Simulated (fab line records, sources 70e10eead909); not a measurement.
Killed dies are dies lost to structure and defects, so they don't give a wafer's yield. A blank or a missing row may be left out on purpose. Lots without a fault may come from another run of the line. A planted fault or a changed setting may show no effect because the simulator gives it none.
Chamber matching | flow nand_harc | NHARC_A_M1_PRE_CLEAN_32 on pecvd-02: 3 sister chambers
The step time 12 s. 3 wafers are shown with their chamber, then 9 later ones without.

WAFERS WITH THEIR CHAMBER
wafer  | chamber | heater_power_w (W)
L086.3 | 0       | 588
L089.1 | 2       | 421
L089.4 | 1       | 611

WAFERS WITHOUT THEIR CHAMBER
wafer  | heater_power_w (W)
L088.4 | 724
L088.5 | 404
L088.6 | 568
L090.2 | 411
L090.3 | 520
L090.6 | 429
L093.2 | 448
L093.3 | 637
L093.5 | 608

WHICH CHAMBER EACH WENT THROUGH
wafer  | from the rows above          | in truth
L088.4 | can't be placed: 1 or 0      | 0
L088.5 | 2                            | 2
L088.6 | can't be placed: 0 or 1      | 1
L090.2 | 2                            | 2
L090.3 | can't be placed: 0 or 1 or 2 | 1
L090.6 | 2                            | 2
L093.2 | 2                            | 2
L093.3 | can't be placed: 1 or 0      | 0
L093.5 | can't be placed: 1 or 0      | 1
Placed correctly: 4 of 9. Can't be placed from these rows: 5 (the true chamber is among the candidates in 5). Placed wrongly: 0.
How it was worked out, from the rows above alone: a wafer's distance from a chamber is the root of the sum, over the readings, of the square of ((its reading less the chamber's mean) divided by the reading's scatter). The wafer belongs to the nearest chamber; if the next one is less than 2 further off, it can't be placed. A chamber's mean is the mean of its shown wafers. The scatter: with one shown wafer a chamber, the root of the mean of the squares of how far each hidden wafer lies from its nearest shown one.
